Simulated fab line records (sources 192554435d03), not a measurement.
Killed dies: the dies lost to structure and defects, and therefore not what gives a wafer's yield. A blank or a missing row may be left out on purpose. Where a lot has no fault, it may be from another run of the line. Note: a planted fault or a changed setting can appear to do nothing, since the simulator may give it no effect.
fab line records	flow n5-finfet
[record] lots = 6	wafers = 18	last-day = 18
route steps=1938 shown BEOL_M8@1362 PASSIVATION@1936
lots with no fault: from the same line, run without faults
start-h: hours from the record's first day to the start of the lot's first wafer shown	wait-h: time in hours since the lot's previous step	" repeats the value in the row above	L1.1+2: one row covering several wafers at once	- no value, or no start given	* or withheld: withheld	< > ~ a bound
route shown NAME@n: NAME is a module with steps in the file, n the number in the route of the first one	usual: average and standard deviation across the fault-free wafers	same: alike in all rows	chamber/n: place in a boat	sites: each site's reading	_std_site: the values' standard deviation	_edge_site: the outer-site mean with the inner-site mean subtracted	radius-mm: how far each site lies from the wafer's centre	mask NAME#n: copy n	behind: the most recent tool/chamber to have shaped the wafer	hold: why the lot was held/for how many hours/how that ended	device: whichever transistor did not switch (one of n, p or np)	end of line: tests run on the same wafers once the route is complete	a step with no rows: only its recipe	killed: dies that structure and defects cost at the first sort, which is not the same as the wafer's yield	map: the dies of a wafer, with x for killed, . for not killed, _ for no die there
set.NAME: the setting the step ran with; set.NAME@STEP: the setting that earlier step ran with	model.NAME: the simulator's own value behind a step, which no gauge read
lots at selected steps of the route; one table per step, one row per wafer
services: from which hour (start-h, from the record's first day; less than 0 if before it) a tool's chamber was out of use, for how many hours, and why
[[steps]]
[step N5_BEOL_M8_EXPOSE_25]
[recipe] mask-id = V7	na = 0.33	source-shape = annular	sigma-inner = 0.4	sigma-outer = 0.8	polarization = unpolarized	target-cd-nm = 40	dose-mj = 42.5
[step N5_BEOL_M8_PEB_26]
[recipe] peb-temp-c = 100	peb-time-s = 60	resist = CAR-EUV
[step N5_BEOL_M8_DEVELOP_27]
[recipe] develop-time-s = 30	developer = TMAH	resist = CAR-EUV	rinse-liquid = surfactant-rinse	dry = air-spin	dev-temp-c = 23
[step N5_BEOL_M8_CD_MEAS_28]
[recipe] target-cd-nm = 40	landing-energy-ev = 500	detector = se-inlens
[usual] cd-nm = 39.94/0.21
lot.wafer	tool	chamber	start-h	wait-h	cd-nm
L440.1	cd-sem-01	0	220.22	-	39.61
L440.2	"	0	"	"	39.84
L440.5	"	0	"	"	39.79
L442.1	cd-sem-01	0	243.21	-	39.86
L442.2	"	0	"	"	40.03
L442.3	"	0	"	"	39.90
L448.2	cd-sem-01	0	274.43	-	39.72
L448.4	"	0	"	"	40.00
L448.5	"	0	"	"	39.87
L455.2	cd-sem-03	0	304.48	-	39.73
L455.3	"	0	"	"	39.72
L455.5	"	0	"	"	39.89
L456.1	cd-sem-01	0	319.54	-	39.86
L456.2	"	0	"	"	40.05
L456.5	"	0	"	"	39.98
L461.3	cd-sem-01	0	352.01	-	40.45
L461.5	"	0	"	"	39.80
L461.6	"	0	"	"	40.06
[step N5_BEOL_M8_OVL_MEAS_29]
[recipe] points-per-wafer = 522
[usual] V7_OVL = 0.1/0.66
lot.wafer	tool	chamber	start-h	wait-h	V7_OVL[nm]
L440.1	overlay-02	0	220.25	0.0	0.8
L440.2	"	0	"	"	0.4
L440.5	"	0	"	"	-0.2
L442.1	overlay-02	0	243.24	0.0	0.3
L442.2	"	0	"	"	-0.1
L442.3	"	0	"	"	0.0
L448.2	overlay-01	0	274.47	0.0	-0.1
L448.4	"	0	"	"	0.5
L448.5	"	0	"	"	-0.7
L455.2	overlay-02	0	304.52	0.0	-1.2
L455.3	"	0	"	"	-0.5
L455.5	"	0	"	"	-0.4
L456.1	overlay-01	0	319.57	0.0	-0.5
L456.2	"	0	"	"	0.3
L456.5	"	0	"	"	-0.5
L461.3	overlay-02	0	352.05	0.0	0.6
L461.5	"	0	"	"	1.0
L461.6	"	0	"	"	-0.3
[step N5_BEOL_M8_INSPECT_30]
[recipe] mode = adi	inspect-instrument = brightfield
[usual] raw-defect-count = 397/87
lot.wafer	tool	chamber	start-h	wait-h	raw-defect-count
L440.1	defect-inspect-01	-	220.30	0.1	385
L440.2	"	-	"	"	498
L440.5	"	-	"	"	599
L442.1	defect-inspect-02	-	243.30	0.1	413
L442.2	"	-	"	"	459
L442.3	"	-	"	"	385
L448.2	defect-inspect-02	-	274.52	0.0	326
L448.4	"	-	"	"	415
L448.5	"	-	"	"	418
L455.2	defect-inspect-02	-	304.57	0.0	403
L455.3	"	-	"	"	389
L455.5	"	-	"	"	322
L456.1	defect-inspect-01	-	319.63	0.1	441
L456.2	"	-	"	"	426
L456.5	"	-	"	"	409
L461.3	defect-inspect-01	-	352.10	0.0	336
L461.5	"	-	"	"	356
L461.6	"	-	"	"	249
[step N5_BEOL_M8_DESCUM_33]
[recipe] chemistry = O2	time-s = 7	source-power-w = 50	bias-power-w = 20	pressure-mtorr = 20	rf-frequency-hz = 2.712e+07	temp-c = 40	resist = CAR-EUV	o2-flow-sccm = 225
[usual] chamber-pressure-mTorr = 19.998/0.019	drypump-motor-current-A = 5.8/0.44	oes-product-au = 0.77/0.09	rf-vpp-V = 242.5/0.96	showerhead-plenum-p-Torr = 2.05/0.031	temp-c = 40.02/0.1	throttle-valve-pct = 20.44/0.24
lot.wafer	tool	chamber	start-h	wait-h	chamber-pressure-mTorr	drypump-motor-current-A	oes-product-au	rf-hours-counter-h	rf-vpp-V	showerhead-plenum-p-Torr	temp-c	throttle-valve-pct
L440.1	rie-diel-02	1	220.34	0.0	20.004	6.1	0.71	176	242.1	2.09	39.93	20.29
L440.2	"	0	"	"	19.973	5.6	0.76	126	241.8	2.02	40.03	20.48
L440.5	"	0	"	"	20.033	5.6	0.77	-	240.8	2.02	40.05	20.49
L442.1	rie-diel-01	3	243.33	0.0	19.970	4.8	0.71	222	243.5	2.06	39.98	20.61
L442.2	"	0	"	"	20.003	6.5	0.84	69	243.2	2.04	40.08	20.05
L442.3	"	2	"	"	19.983	5.7	0.89	34	242.2	2.04	39.83	20.45
L448.2	rie-diel-02	2	274.76	0.2	20.030	6.0	0.70	204	242.1	2.07	39.93	20.86
L448.4	"	3	"	"	20.018	6.1	0.73	150	242.6	2.09	39.98	20.38
L448.5	"	1	"	"	19.978	6.1	0.70	-	242.4	2.08	40.08	20.33
L455.2	rie-diel-02	3	304.61	0.0	20.011	6.1	0.72	160	243.5	2.09	40.01	20.37
L455.3	"	1	"	"	19.989	6.1	0.69	205	243.2	2.08	39.83	20.33
L455.5	"	3	"	"	20.007	6.1	0.72	-	243.2	2.09	40.00	20.37
L456.1	rie-diel-02	2	319.69	0.1	20.020	5.9	0.69	221	243.6	2.06	40.08	20.86
L456.2	"	3	"	"	19.994	6.1	0.72	166	242.8	2.09	39.98	20.39
L456.5	"	0	"	"	19.980	5.6	0.74	-	242.2	2.01	39.99	20.56
L461.3	rie-diel-01	1	352.13	0.0	19.989	5.7	0.89	41	243.0	2.05	40.18	20.28
L461.5	"	3	"	"	20.012	4.8	0.96	-	243.2	2.05	40.17	20.31
L461.6	"	0	"	"	20.021	6.5	0.80	-	240.3	2.02	39.99	20.13
[step N5_BEOL_M8_ETCH_72]
[recipe] chemistry = N2/H2	target = underlayer	target-depth-a = 65	mask-material = CAR-EUV	time-s = 5.2	ion-energy-ev = 200	pressure-mtorr = 30	source-w = 840	bias-w = 150	n2-flow-sccm = 200	h2-flow-sccm = 200	ends = cleared
[usual] bias-w = 150.0/0.5	chamber-pressure-mTorr = 30.00/0.043	drypump-motor-current-A = 5.8/0.44	etch-rf-on-time-s = 5.19/0.1	oes-product-au = 0.66/0.077	rf-vpp-V = 522.4/1.5	showerhead-plenum-p-Torr = 2.49/0.039	throttle-valve-pct = 17.85/0.27
lot.wafer	tool	chamber	start-h	wait-h	bias-w	chamber-pressure-mTorr	drypump-motor-current-A	etch-rf-on-time-s	oes-product-au	rf-hours-counter-h	rf-vpp-V	showerhead-plenum-p-Torr	throttle-valve-pct
L440.1	rie-diel-02	1	220.37	0.0	150.0	30.02	6.1	5.14	0.61	176	522.9	2.54	17.76
L440.2	"	0	"	"	150.7	30.06	5.6	5.11	0.67	126	522.7	2.45	17.82
L440.5	"	0	"	"	150.3	30.01	5.6	5.07	0.65	-	519.7	2.45	17.84
L442.1	rie-diel-01	3	243.37	0.0	150.9	29.99	4.8	5.16	0.62	222	523.7	2.51	18.17
L442.2	"	0	"	"	149.1	29.94	6.5	5.15	0.71	69	520.3	2.48	17.46
L442.3	"	2	"	"	150.2	30.01	5.7	5.01	0.78	34	522.1	2.49	17.83
L448.2	rie-diel-02	2	274.79	0.0	150.3	30.05	5.9	5.35	0.60	204	522.6	2.52	18.34
L448.4	"	3	"	"	149.9	30.05	6.1	5.12	0.64	150	522.3	2.54	17.79
L448.5	"	1	"	"	150.4	29.93	6.1	5.16	0.59	-	523.9	2.54	17.79
L455.2	rie-diel-02	3	304.64	0.0	149.8	29.94	6.1	5.19	0.63	160	523.2	2.54	17.83
L455.3	"	1	"	"	149.0	30.04	6.1	5.22	0.59	205	526.9	2.53	17.79
L455.5	"	3	"	"	149.5	29.91	6.1	5.22	0.62	-	523.6	2.54	17.82
L456.1	rie-diel-02	2	319.72	0.0	150.2	29.95	6.0	5.37	0.59	221	523.6	2.52	18.35
L456.2	"	3	"	"	150.4	30.02	6.1	5.15	0.63	166	524.6	2.54	17.84
L456.5	"	0	"	"	150.7	29.98	5.6	5.11	0.62	-	522.1	2.43	17.89
L461.3	rie-diel-01	1	352.17	0.0	150.2	29.96	5.8	5.03	0.76	41	521.5	2.48	17.68
L461.5	"	3	"	"	150.0	29.99	4.8	5.15	0.82	-	523.0	2.50	17.78
L461.6	"	0	"	"	149.9	30.01	6.5	5.26	0.67	-	521.5	2.46	17.52
[step N5_BEOL_M8_ETCH_65]
[recipe] chemistry = CF4	target = SiARC	target-depth-a = 156	mask-material = CAR-EUV	time-s = 26	ion-energy-ev = 80	pressure-mtorr = 40	source-w = 545	bias-w = 36	Ar_flow_sccm = 100	cf4-flow-sccm = 100	ends = cleared
[usual] bias-w = 36.00/0.11	chamber-pressure-mTorr = 40.00/0.036	drypump-motor-current-A = 5.8/0.43	etch-rf-on-time-s = 25.9/0.45	oes-product-au = 0.66/0.076	rf-vpp-V = 183.5/0.95	showerhead-plenum-p-Torr = 2.10/0.032	throttle-valve-pct = 15.63/0.28
lot.wafer	tool	chamber	start-h	wait-h	bias-w	chamber-pressure-mTorr	drypump-motor-current-A	etch-rf-on-time-s	oes-product-au	rf-hours-counter-h	rf-vpp-V	showerhead-plenum-p-Torr	throttle-valve-pct
L440.1	rie-diel-02	1	220.39	0.0	36.11	39.99	6.1	26.2	0.61	176	184.3	2.14	15.48
L440.2	"	0	"	"	36.11	40.06	5.6	25.9	0.66	126	182.0	2.06	15.62
L440.5	"	0	"	"	36.05	39.98	5.6	26.1	0.65	-	183.2	2.06	15.63
L442.1	rie-diel-01	3	243.38	0.0	35.93	39.99	4.8	26.2	0.61	222	184.6	2.12	15.89
L442.2	"	0	"	"	35.79	40.07	6.5	26.0	0.71	69	183.4	2.09	15.24
L442.3	"	2	"	"	36.14	40.09	5.7	25.4	0.77	34	183.5	2.10	15.65
L448.2	rie-diel-02	2	274.81	0.0	35.86	40.01	6.0	27.1	0.60	204	182.8	2.13	16.11
L448.4	"	3	"	"	35.88	40.01	6.1	26.0	0.63	150	184.6	2.14	15.60
L448.5	"	1	"	"	35.93	40.04	6.1	26.2	0.60	-	184.5	2.13	15.51
L455.2	rie-diel-02	3	304.66	0.0	35.98	40.01	6.1	25.7	0.62	160	183.2	2.14	15.61
L455.3	"	1	"	"	36.02	40.02	6.0	25.8	0.60	205	183.6	2.13	15.54
L455.5	"	3	"	"	36.03	40.06	6.0	25.7	0.63	-	182.9	2.14	15.63
L456.1	rie-diel-02	2	319.74	0.0	35.86	39.98	5.9	26.7	0.59	221	184.4	2.12	16.15
L456.2	"	3	"	"	35.97	39.93	6.0	25.8	0.63	166	184.8	2.14	15.65
L456.5	"	0	"	"	35.96	39.98	5.7	26.0	0.63	-	183.5	2.05	15.71
L461.3	rie-diel-01	1	352.18	0.0	36.13	39.96	5.7	25.3	0.76	41	184.8	2.09	15.38
L461.5	"	3	"	"	35.88	40.05	4.8	26.3	0.81	-	184.4	2.11	15.47
L461.6	"	0	"	"	35.98	39.99	6.5	26.4	0.67	-	182.3	2.07	15.34
[step N5_BEOL_M8_ETCH_66]
[recipe] chemistry = N2/H2	target = SOC	target-depth-a = 800	overetch-a = 160	mask-material = SiARC	temp-c = 40	time-s = 120	ion-energy-ev = 200	pressure-mtorr = 30	source-w = 840	bias-w = 150	n2-flow-sccm = 200	h2-flow-sccm = 200
[usual] bias-w = 150.0/0.47	chamber-pressure-mTorr = 29.997/0.027	drypump-motor-current-A = 5.8/0.43	oes-product-au = 0.59/0.064	rf-vpp-V = 522.5/1.5	showerhead-plenum-p-Torr = 2.49/0.039	temp-c = 39.99/0.12	throttle-valve-pct = 17.81/0.27
lot.wafer	tool	chamber	start-h	wait-h	bias-w	chamber-pressure-mTorr	drypump-motor-current-A	oes-product-au	rf-hours-counter-h	rf-vpp-V	showerhead-plenum-p-Torr	temp-c	throttle-valve-pct
L440.1	rie-diel-02	1	220.42	0.0	149.5	30.060	6.1	0.55	176	523.3	2.54	39.99	17.71
L440.2	"	0	"	"	149.7	30.005	5.6	0.59	126	521.6	2.45	39.90	17.80
L440.5	"	0	"	"	149.9	30.015	5.7	0.59	-	519.9	2.45	40.03	17.78
L442.1	rie-diel-01	3	243.41	0.0	149.4	30.024	4.8	0.55	222	523.7	2.51	39.90	18.11
L442.2	"	0	"	"	149.9	30.031	6.5	0.63	69	523.7	2.48	39.94	17.42
L442.3	"	2	"	"	149.9	30.017	5.7	0.68	34	521.5	2.49	39.77	17.78
L448.2	rie-diel-02	2	274.84	0.0	150.3	29.995	5.9	0.55	204	523.6	2.52	39.77	18.30
L448.4	"	3	"	"	150.5	29.992	6.1	0.56	150	525.3	2.55	40.06	17.76
L448.5	"	1	"	"	150.4	29.990	6.1	0.53	-	524.3	2.54	39.95	17.73
L455.2	rie-diel-02	3	304.69	0.0	149.2	30.011	6.1	0.56	160	524.3	2.54	39.99	17.79
L455.3	"	1	"	"	150.5	29.983	6.1	0.53	205	524.2	2.53	40.01	17.74
L455.5	"	3	"	"	149.5	29.988	6.1	0.56	-	523.4	2.54	39.90	17.78
L456.1	rie-diel-02	2	319.77	0.0	150.1	30.057	6.0	0.54	221	525.6	2.52	39.98	18.33
L456.2	"	3	"	"	149.8	30.062	6.1	0.56	166	523.6	2.54	39.99	17.79
L456.5	"	0	"	"	149.7	30.016	5.6	0.57	-	520.8	2.43	40.02	17.84
L461.3	rie-diel-01	1	352.21	0.0	148.7	30.027	5.7	0.67	41	520.8	2.48	39.92	17.63
L461.5	"	3	"	"	149.7	29.983	4.8	0.72	-	523.6	2.50	39.96	17.73
L461.6	"	0	"	"	149.9	29.985	6.5	0.60	-	522.8	2.46	40.29	17.52
[step N5_BEOL_M8_STRIP_69]
[recipe] chemistry = N2/H2	temp-c = 40	n2-flow-sccm = 200	h2-flow-sccm = 200	rf-frequency-hz = 6e+07
[step N5_BEOL_M8_STRIP_73]
[recipe] chemistry = N2/H2	temp-c = 40	n2-flow-sccm = 200	h2-flow-sccm = 200	rf-frequency-hz = 6e+07
[step N5_BEOL_M8_VIA_ETCH_34]
[recipe] chemistry = C4F6/O2	target = SiCOH_lowk	target-depth-a = 1255	mask-material = SOC	taper-deg = 4	time-s = 50.5	ion-energy-ev = 250	pressure-mtorr = 30	source-w = 345	bias-w = 185	Ar_flow_sccm = 300	C4F6_flow_sccm = 10	O2_flow_sccm = 10
[usual] bias-w = 185.0/0.53	chamber-pressure-mTorr = 29.995/0.028	drypump-motor-current-A = 5.8/0.44	oes_f_703_au = 0.77/0.084	oes-product-au = 0.77/0.09	rf-vpp-V = 665/4.8	showerhead-plenum-p-Torr = 2.79/0.042	throttle-valve-pct = 20.90/0.27
lot.wafer	tool	chamber	start-h	wait-h	bias-w	chamber-pressure-mTorr	drypump-motor-current-A	oes_f_703_au	oes-product-au	rf-hours-counter-h	rf-vpp-V	showerhead-plenum-p-Torr	throttle-valve-pct
L440.1	rie-diel-02	1	220.52	0.0	184.7	29.960	6.1	0.71	0.72	176	669	2.84	20.70
L440.2	"	0	"	"	185.0	30.045	5.6	0.77	0.77	126	665	2.75	20.94
L440.5	"	0	"	"	185.1	30.008	5.6	0.76	0.78	-	664	2.75	20.94
L442.1	rie-diel-01	3	243.51	0.0	184.9	30.093	4.8	0.70	0.71	222	670	2.82	21.12
L442.2	"	0	"	"	185.2	29.958	6.5	0.82	0.84	69	668	2.77	20.50
L442.3	"	2	"	"	184.8	29.984	5.7	0.90	0.90	34	657	2.79	20.96
L448.2	rie-diel-02	2	274.94	0.0	185.6	30.013	5.9	0.70	0.70	204	658	2.83	21.40
L448.4	"	3	"	"	185.4	29.981	6.1	0.75	0.75	150	664	2.85	20.85
L448.5	"	1	"	"	185.6	30.013	6.1	0.69	0.69	-	668	2.83	20.73
L455.2	rie-diel-02	3	304.79	0.0	197.4	30.000	6.1	0.74	0.74	160	697	2.85	20.87
L455.3	"	1	"	"	197.5	30.022	6.1	0.70	0.71	205	703	2.82	20.76
L455.5	"	3	"	"	197.1	29.987	6.1	0.75	0.74	-	697	2.85	20.86
L456.1	rie-diel-02	2	319.87	0.0	196.3	30.021	5.9	0.70	0.70	221	691	2.82	21.42
L456.2	"	3	"	"	196.5	30.016	6.1	0.74	0.73	166	698	2.84	20.86
L456.5	"	0	"	"	196.9	30.011	5.7	0.73	0.75	-	698	2.74	21.00
L461.3	rie-diel-01	1	352.31	0.0	185.0	29.977	5.8	0.89	0.89	41	668	2.77	20.65
L461.5	"	3	"	"	184.6	29.974	4.8	0.94	0.96	-	669	2.80	20.82
L461.6	"	0	"	"	185.9	30.026	6.5	0.78	0.79	-	665	2.75	20.56
[step N5_BEOL_M8_STRIP_76]
[recipe] chemistry = C4F6/O2	resist = SiARC	rf-frequency-hz = 6e+07
[step N5_PASSIVATION_PROBE_49]
[usual] defect-limited-yield = 91.2/1.6	killed_at_M0_to_M3 = 33/11	killed_at_M4_up = 15/6.2	killed-at-contacts = 15/7.1	killed-at-front-end = 38/12	killed-at-other = 4/3.5	killed-dies = 104/19	killed-open = 69/14	killed-short = 34/8.5	sort_bin_5_function = 5.2/0.99	sort_bin_6_memory = 3.3/0.77	sort-n-pass = 1076/19	sort-yield-pct = 91.2/1.6
[same] gross-dies = 1180	killed-at-back-side = 0	sort_bin_4_leakage[%] = 0	sort_bin_8_speed[%] = 0
lot.wafer	tool	chamber	start-h	wait-h	defect-limited-yield[%]	killed_at_M0_to_M3	killed_at_M4_up	killed-at-contacts	killed-at-front-end	killed-at-other	killed-dies	killed-open	killed-short	sort_bin_5_function[%]	sort_bin_6_memory[%]	sort-n-pass	sort-yield-pct[%]
L440.1	prober-01	-	288.14	0.0	95.0	9	12	12	22	4	59	37	21	3.3	1.4	1121	95.0
L440.2	prober-01	-	288.19	0.1	90.3	25	17	20	39	13	114	72	42	5.5	3.8	1066	90.3
L440.5	prober-01	-	288.34	0.2	92.9	14	6	22	36	6	84	54	29	4.0	2.8	1096	92.9
L442.1	prober-01	-	311.10	0.0	90.4	35	10	19	48	1	113	78	34	5.8	3.5	1067	90.4
L442.2	prober-01	-	311.15	0.1	90.3	33	15	11	56	0	115	75	40	6.1	3.3	1065	90.3
L442.3	prober-01	-	311.20	0.1	92.3	26	5	20	39	1	91	62	29	5.0	2.4	1089	92.3
L448.2	prober-02	-	343.06	0.1	90.6	50	13	7	41	0	111	86	24	5.7	3.4	1069	90.6
L448.4	prober-02	-	343.16	0.2	92.0	26	23	11	34	0	94	62	31	4.9	2.7	1086	92.0
L448.5	prober-02	-	343.21	0.2	91.8	33	8	14	37	5	97	69	27	5.2	2.9	1083	91.8
L455.2	prober-01	-	374.44	0.1	92.5	29	18	13	28	1	89	60	27	4.2	3.2	1091	92.5
L455.3	prober-01	-	374.49	0.1	90.7	47	9	24	26	4	110	75	35	5.4	3.5	1070	90.7
L455.5	prober-01	-	374.59	0.2	93.0	25	14	4	34	6	83	51	31	4.0	2.7	1097	93.0
L456.1	prober-01	-	383.24	0.0	88.2	33	15	19	59	13	139	94	45	5.6	5.8	1041	88.2
L456.2	prober-01	-	383.29	0.1	91.3	24	16	14	42	7	103	70	33	4.5	3.7	1077	91.3
L456.5	prober-01	-	383.44	0.2	88.6	27	28	14	57	8	134	84	49	6.9	4.2	1046	88.6
L461.3	prober-01	-	420.68	0.1	91.0	35	12	21	37	1	106	76	30	5.8	2.6	1074	91.0
L461.5	prober-01	-	420.78	0.2	92.3	33	12	12	29	5	91	65	24	4.3	3.1	1089	92.3
L461.6	prober-01	-	420.83	0.3	90.3	39	23	17	32	3	114	76	37	5.3	3.8	1066	90.3
// killed by level:class
L440.1 MOL_CONTACT_COAG:geometric-particle:open=9 FIN_SAQP:geometric-particle:short=6 FIN_SAQP:geometric-particle:open=5 MOL_CONTACT_COAG:geometric-particle:short=3 BEOL_M1:geometric-particle:open=3 BEOL_M4:geometric-particle:short=3 DUMMY_GATE:geometric-particle:open=2 SPACER0:geometric-particle:short=2
L440.2 MOL_CONTACT_COAG:geometric-particle:open=16 FIN_SAQP:geometric-particle:open=15 BEOL_M4:geometric-particle:open=11 FIN_SAQP:geometric-particle:short=10 BEOL_M0_SAQP:geometric-particle:open=8 PAD_METAL:geometric-particle:short=6 BEOL_M0_SAQP:geometric-particle:short=5 BEOL_M1:geometric-particle:open=5
L440.5 MOL_CONTACT_COAG:geometric-particle:open=15 FIN_SAQP:geometric-particle:open=9 STI_FIN_REVEAL:geometric-particle:open=7 MOL_CONTACT_COAG:geometric-particle:short=7 FIN_SAQP:geometric-particle:short=5 BEOL_M0_SAQP:geometric-particle:short=5 STARTING-WAFER:geometric-particle:short=5 PAD_METAL:geometric-particle:open=4
L442.1 STI_FIN_REVEAL:geometric-particle:open=14 MOL_CONTACT_COAG:geometric-particle:open=12 BEOL_M0_SAQP:geometric-particle:open=11 BEOL_M4:geometric-particle:open=8 BEOL_M0_SAQP:geometric-particle:short=8 MOL_CONTACT_COAG:geometric-particle:short=7 FIN_SAQP:geometric-particle:open=6 BEOL_M1:geometric-particle:open=5
L442.2 STI_FIN_REVEAL:geometric-particle:open=18 FIN_SAQP:geometric-particle:short=9 MOL_CONTACT_COAG:geometric-particle:open=9 BEOL_M0_SAQP:geometric-particle:short=8 BEOL_M3:geometric-particle:open=8 FIN_SAQP:geometric-particle:open=6 BEOL_M5:geometric-particle:open=6 BEOL_M0_SAQP:geometric-particle:open=5
L442.3 MOL_CONTACT_COAG:geometric-particle:open=17 FIN_SAQP:geometric-particle:open=9 BEOL_M3:geometric-particle:open=8 STI_FIN_REVEAL:geometric-particle:open=7 STARTING-WAFER:geometric-particle:open=5 STI_FIN_REVEAL:geometric-particle:short=5 BEOL_M0_SAQP:geometric-particle:short=5 BEOL_M0_SAQP:geometric-particle:open=5
L448.2 BEOL_M3:geometric-particle:open=14 BEOL_M1:geometric-particle:open=12 GATE_CUT:geometric-particle:open=10 STI_FIN_REVEAL:geometric-particle:open=7 GATE_CUT:geometric-particle:short=7 BEOL_M0_SAQP:geometric-particle:open=7 BEOL_M0:geometric-particle:open=7 BEOL_M4:geometric-particle:open=7
L448.4 MOL_CONTACT_COAG:geometric-particle:open=8 BEOL_M2:geometric-particle:open=8 BEOL_M4:geometric-particle:open=7 DUMMY_GATE:geometric-particle:open=6 GATE_CUT:geometric-particle:short=6 BEOL_M1:geometric-particle:open=5 BEOL_M3:geometric-particle:open=5 FIN_CUT:geometric-particle:short=4
L448.5 MOL_CONTACT_COAG:geometric-particle:open=13 STI_FIN_REVEAL:geometric-particle:open=8 GATE_CUT:geometric-particle:open=6 STI_FIN_REVEAL:geometric-particle:short=5 BEOL_M1:geometric-particle:open=5 BEOL_M2:geometric-particle:open=5 STARTING-WAFER:geometric-particle:open=5 GATE_CUT:geometric-particle:short=4
L455.2 MOL_CONTACT_COAG:geometric-particle:open=10 BEOL_M2:geometric-particle:open=9 BEOL_M4:geometric-particle:open=7 FIN_SAQP:geometric-particle:short=7 FIN_SAQP:geometric-particle:open=6 BEOL_M0_SAQP:geometric-particle:open=5 BEOL_M1:geometric-particle:open=4 BEOL_M5:geometric-particle:open=4
L455.3 MOL_CONTACT_COAG:geometric-particle:open=21 BEOL_M2:geometric-particle:open=18 BEOL_M1:geometric-particle:open=10 BEOL_M0_SAQP:geometric-particle:short=9 STARTING-WAFER:geometric-particle:short=8 BEOL_M4:geometric-particle:open=4 FIN_SAQP:geometric-particle:open=3 STI_FIN_REVEAL:geometric-particle:open=3
L455.5 BEOL_M0_SAQP:geometric-particle:open=6 BEOL_M4:geometric-particle:open=6 STARTING-WAFER:geometric-particle:open=6 BEOL_M2:geometric-particle:open=5 FIN_SAQP:geometric-particle:short=4 STI_FIN_REVEAL:geometric-particle:open=4 GATE_CUT:geometric-particle:short=4 BEOL_M0_SAQP:geometric-particle:short=4
L456.1 STI_FIN_REVEAL:geometric-particle:open=16 MOL_CONTACT_COAG:geometric-particle:open=16 BEOL_M1:geometric-particle:open=9 BEOL_M4:geometric-particle:open=9 FIN_SAQP:geometric-particle:short=8 FIN_SAQP:geometric-particle:open=7 BEOL_M3:geometric-particle:open=7 GATE_CUT:geometric-particle:short=6
L456.2 FIN_SAQP:geometric-particle:open=13 MOL_CONTACT_COAG:geometric-particle:open=11 BEOL_M4:geometric-particle:open=11 FIN_SAQP:geometric-particle:short=10 BEOL_M1:geometric-particle:open=6 BEOL_M0:geometric-particle:open=5 BEOL_M1:geometric-particle:short=4 BEOL_M2:geometric-particle:open=4
L456.5 BEOL_M4:geometric-particle:open=20 FIN_SAQP:geometric-particle:open=17 FIN_SAQP:geometric-particle:short=12 MOL_CONTACT_COAG:geometric-particle:open=10 STI_FIN_REVEAL:geometric-particle:open=7 BEOL_M2:geometric-particle:open=7 BEOL_M1:geometric-particle:short=5 BEOL_M1:geometric-particle:open=5
L461.3 MOL_CONTACT_COAG:geometric-particle:open=16 BEOL_M2:geometric-particle:open=16 DUMMY_GATE:geometric-particle:open=8 STI_FIN_REVEAL:geometric-particle:open=6 FIN_SAQP:geometric-particle:short=5 MOL_CONTACT_COAG:geometric-particle:short=5 BEOL_M3:geometric-particle:open=5 FIN_SAQP:geometric-particle:open=4
L461.5 MOL_CONTACT_COAG:geometric-particle:open=10 BEOL_M2:geometric-particle:open=10 BEOL_M0_SAQP:geometric-particle:open=10 FIN_SAQP:geometric-particle:open=6 STI_FIN_REVEAL:geometric-particle:open=4 GATE_CUT:geometric-particle:short=4 BEOL_M3:geometric-particle:open=4 BEOL_M7:geometric-particle:open=4
L461.6 MOL_CONTACT_COAG:geometric-particle:open=15 BEOL_M4:geometric-particle:open=12 BEOL_M2:geometric-particle:open=8 BEOL_M3:geometric-particle:open=7 DUMMY_GATE:geometric-particle:open=6 GATE_CUT:geometric-particle:short=6 BEOL_M0_SAQP:geometric-particle:short=5 BEOL_M1:geometric-particle:open=5
[[services]]
tool	chamber	start-h	hours	kind
rie-diel-01	0	205.00	10.7	repair
rie-diel-01	1	226.12	7.0	repair
rie-diel-01	1	233.20	-	clean
rie-diel-01	1	233.20	-	consumable-replace:focus-ring
rie-diel-01	1	233.20	23.2	scheduled-down
rie-diel-01	1	233.20	23.2	vent-cycle
rie-diel-01	3	306.54	-	clean
rie-diel-01	3	306.54	-	consumable-replace:focus-ring
rie-diel-01	3	306.54	32.1	scheduled-down
rie-diel-01	3	306.54	32.1	vent-cycle
rie-diel-01	3	343.36	5.8	repair
[[key]]
[first-sign] step = N5_BEOL_M8_VIA_ETCH_34	reading = bias-w	direction = up	sigmas = 23	usual = *	struck = *
[effect] step = N5_BEOL_M8_VIA_ETCH_34	reading = rf-vpp-V	direction = up	sigmas = 6.9	usual = 665	struck = 698
met-at N5_BEOL_M8_VIA_ETCH_34
struck-wafers L455.2,L455.3,L455.5,L456.1,L456.2,L456.5
onset-between 274.94 304.79
[fault] kind = process-parameter-drift	tool = rie-diel-02	chamber = -	onset-h = 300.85	steps = N5_BEOL_M8_VIA_ETCH_34	channel = bias-w	offset = *	shape = step	end-h = 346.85	acts-in = *	stated = *
